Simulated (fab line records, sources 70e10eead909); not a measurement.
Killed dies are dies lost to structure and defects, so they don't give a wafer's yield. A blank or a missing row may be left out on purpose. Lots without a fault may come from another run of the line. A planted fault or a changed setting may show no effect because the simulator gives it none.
Chamber matching | flow nand_harc | NHARC_A_STAIRCASE_DESCUM_219 on rie_diel-13: 4 sister chambers
The step chemistry O2, time 3 s. 4 wafers are shown with their chamber, then 7 later ones without.

WAFERS WITH THEIR CHAMBER
wafer  | chamber | showerhead_plenum_p_Torr (Torr)
L082.1 | 0       | 1.78
L081.4 | 1       | 1.93
L085.4 | 3       | 2.00
L085.5 | 2       | 1.97

WAFERS WITHOUT THEIR CHAMBER
wafer  | showerhead_plenum_p_Torr (Torr)
L085.6 | 2.00
L086.2 | 1.97
L086.3 | 1.78
L086.5 | 2.00
L095.1 | 1.99
L095.2 | 1.97
L095.5 | 1.92

WHICH CHAMBER EACH WENT THROUGH
wafer  | from the rows above     | in truth
L085.6 | 3                       | 3
L086.2 | 2                       | 2
L086.3 | 0                       | 0
L086.5 | 3                       | 3
L095.1 | can't be placed: 3 or 2 | 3
L095.2 | 2                       | 2
L095.5 | 1                       | 1
Placed correctly: 6 of 7. Can't be placed from these rows: 1 (the true chamber is among the candidates in 1). Placed wrongly: 0.
How it was worked out, from the rows above alone: a wafer's distance from a chamber is the root of the sum, over the readings, of the square of ((its reading less the chamber's mean) divided by the reading's scatter). The wafer belongs to the nearest chamber; if the next one is less than 2 further off, it can't be placed. A chamber's mean is the mean of its shown wafers. The scatter: with one shown wafer a chamber, the root of the mean of the squares of how far each hidden wafer lies from its nearest shown one.
